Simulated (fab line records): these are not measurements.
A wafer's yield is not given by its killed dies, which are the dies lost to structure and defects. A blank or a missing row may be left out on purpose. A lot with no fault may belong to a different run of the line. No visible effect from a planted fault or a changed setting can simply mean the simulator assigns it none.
Lot-split experiment | flow n5 finfet | 39 wafers read from 7 lots, route of 1938 steps

SPLIT DETAILS
At N5_MOL_CONTACT_COAG_ALD_123 (deposits SiNx, target thk 5 nm, pulse time 1 s, purge time 2 s), the setting ald cycles was moved away from the recipe's 100 on 15 of the 39 wafers read, by -16.0% to +12.0%. For the rest of the wafers, this setting stayed at what the recipe calls for.

FROM THE SPLIT TO THE READING: what the file shows between them, 4 steps
- N5_MOL_CONTACT_COAG_PECVD_31: deposits SiO2 from TEOS/O2, target thk 46 nm, time 8.9 s
- N5_MOL_CONTACT_COAG_COAT_75: time 60 s, resist thk 60 nm
- N5_MOL_CONTACT_COAG_STRIP_120: strips in CHF3
- N5_MOL_CONTACT_COAG_VIA_ETCH_117: etches SiO2 in C4F6/O2, target depth 40 nm, overetch 8 nm, time 26 s

THE READING
etch.depth nm (the simulator's own value, which no gauge read), in nm, at N5_MOL_CONTACT_COAG_ETCH_124 (etches SiNx in CH3F/O2, stops on SiOC, target depth 6.5 nm). The file does not state a usual value for it. Average 4.986 nm, standard deviation 0.027 nm, over the 24 wafers here run with the recipe.

wafer  | tool, chamber at the split | ald cycles as run | against the recipe | etch.depth nm, nm | against lot-mates on the recipe
L076.1 | ald sin-02, 1,2,1          | 100               | recipe             | 5.001             | -
L076.2 | ald sin-02, 0,3,0          | 105               | +5.0%              | 5.262             | +0.264
L076.3 | ald sin-02, 1,2,1          | 100               | recipe             | 4.982             | -
L076.4 | ald sin-02, 0,3,0          | 105               | +5.0%              | 5.265             | +0.267
L076.5 | ald sin-02, 1,2,1          | 100               | recipe             | 5.011             | -
L076.6 | ald sin-02, 0,3,0          | 105               | +5.0%              | 5.295             | +0.297
L078.2 | ald sin-04, 2,0,3          | 100               | recipe             | 4.969             | -
L078.4 | ald sin-04, 2,0,3          | 100               | recipe             | 4.998             | -
L078.5 | ald sin-04, 2,0,3          | 100               | recipe             | 5.013             | -
L082.1 | ald sin-03, 2,0,3,1,0,1    | 100               | recipe             | 4.966             | -
L082.2 | ald sin-03, 2,0,3,1,0,1    | 100               | recipe             | 4.96              | -
L082.3 | ald sin-03, 2,0,3,1,0,1    | 100               | recipe             | 4.953             | -
L082.4 | ald sin-03, 2,0,3,1,0,1    | 100               | recipe             | 4.959             | -
L082.5 | ald sin-03, 2,0,3,1,0,1    | 100               | recipe             | 4.972             | -
L082.6 | ald sin-03, 2,0,3,1,0,1    | 100               | recipe             | 4.952             | -
L086.1 | ald sin-04, 2,3,0          | 100               | recipe             | 5.02              | -
L086.2 | ald sin-04, 1,3,0          | 112               | +12.0%             | 5.61              | +0.615
L086.3 | ald sin-04, 1,3,0          | 112               | +12.0%             | 5.617             | +0.622
L086.4 | ald sin-04, 1,3,0          | 112               | +12.0%             | 5.596             | +0.601
L086.5 | ald sin-04, 2,3,0          | 100               | recipe             | 4.976             | -
L086.6 | ald sin-04, 2,3,0          | 100               | recipe             | 4.989             | -
L087.1 | ald sin-04, 2,0,2          | 100               | recipe             | 4.984             | -
L087.2 | ald sin-04, 0,3,3          | 105               | +5.0%              | 5.227             | +0.252
L087.3 | ald sin-04, 0,3,3          | 105               | +5.0%              | 5.243             | +0.268
L087.4 | ald sin-04, 2,0,2          | 100               | recipe             | 4.972             | -
L087.5 | ald sin-04, 0,3,3          | 105               | +5.0%              | 5.239             | +0.264
L087.6 | ald sin-04, 2,0,2          | 100               | recipe             | 4.969             | -
L088.1 | ald sin-02, 3,0,2          | 100               | recipe             | 4.954             | -
L088.2 | ald sin-02, 2,1,3          | 107               | +7.0%              | 5.345             | +0.372
L088.3 | ald sin-02, 2,1,3          | 107               | +7.0%              | 5.333             | +0.360
L088.4 | ald sin-02, 3,0,2          | 100               | recipe             | 4.99              | -
L088.5 | ald sin-02, 2,1,3          | 107               | +7.0%              | 5.336             | +0.363
L088.6 | ald sin-02, 3,0,2          | 100               | recipe             | 4.975             | -
L091.1 | ald sin-04, 3,0,0          | 100               | recipe             | 5.023             | -
L091.2 | ald sin-04, 3,0,0          | 100               | recipe             | 5.054             | -
L091.3 | ald sin-04, 2,3,2          | 84                | -16.0%             | 4.221             | -0.814
L091.4 | ald sin-04, 2,3,2          | 84                | -16.0%             | 4.242             | -0.793
L091.5 | ald sin-04, 3,0,0          | 100               | recipe             | 5.027             | -
L091.6 | ald sin-04, 2,3,2          | 84                | -16.0%             | 4.247             | -0.788
The file does not say which wafer passed through which chamber wherever a row lists several chambers: such a row stands for several wafers.

FIT RESULTS
A straight line over all 39 wafers: etch.depth nm changes by +0.0491 nm for each +1% of ald cycles; r = +1.00; the points scatter about the line by 0.027 nm.
The same after taking each lot's own level away (the mean of its wafers on the recipe; 39 wafers): +0.0507 nm for each +1%; r = +1.00; scatter 0.014 nm.
According to that fit, moving ald cycles by its largest amount changes the reading by 0.81 nm.
From 4.9603 to 5.0347 nm: that is the span of the lots' own levels, equal to 2.8 times the standard deviation above.
So the lot-to-lot level changes the slope little: the two slopes agree.
Check: -0.805 nm against its lot-mates is what the line predicts for one of the wafers moved furthest among these (-16.0%) when that wafer is left out of the fit. It came out at -0.814 nm against them.

FURTHER SPLITS ON THESE WAFERS
These wafers also went through other splits before the reading. Each is held against what the fit with the lots' levels taken away leaves over:
other split on the same wafers       | wafers away from the commonest value | r with etch.depth nm (lot level and that fit taken away)
N5_DUMMY_GATE_ETCH_37 source w       | 9                                    | -0.44
N5_DUMMY_GATE_ETCH_44 target depth a | 15                                   | -0.03
N5_SD_EPI_P_ETCH_16 target depth a   | 12                                   | -0.16
N5_SD_EPI_P_EPI_21 time s            | 15                                   | -0.32
N5_GATE_CUT_CUT_ETCH_53 icp w        | 18                                   | -0.12

THE WHOLE CHAIN: every reading that the file lists as answering this split, in the file's order
step                         | what it does                                                   | reading                                                                                  | change (the file's fit)                | r (the file's)
N5_MOL_CONTACT_COAG_ALD_123  | deposits SiNx, target thk 5 nm, pulse time 1 s, purge time 2 s | SiNx_of_MOL_CONTACT_COAG_ALD_123.thk nm (the simulator's own value, which no gauge read) | +0.0497 nm for each +1% of the setting | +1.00
N5_MOL_CONTACT_COAG_ETCH_124 | etches SiNx in CH3F/O2, stops on SiOC, target depth 6.5 nm     | etch.depth nm (the simulator's own value, which no gauge read)                           | +0.0508 nm for each +1% of the setting | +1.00

THE FILE'S OWN FIT
etch.depth nm changes by +0.0508 nm for each +1% of ald cycles, r = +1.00.
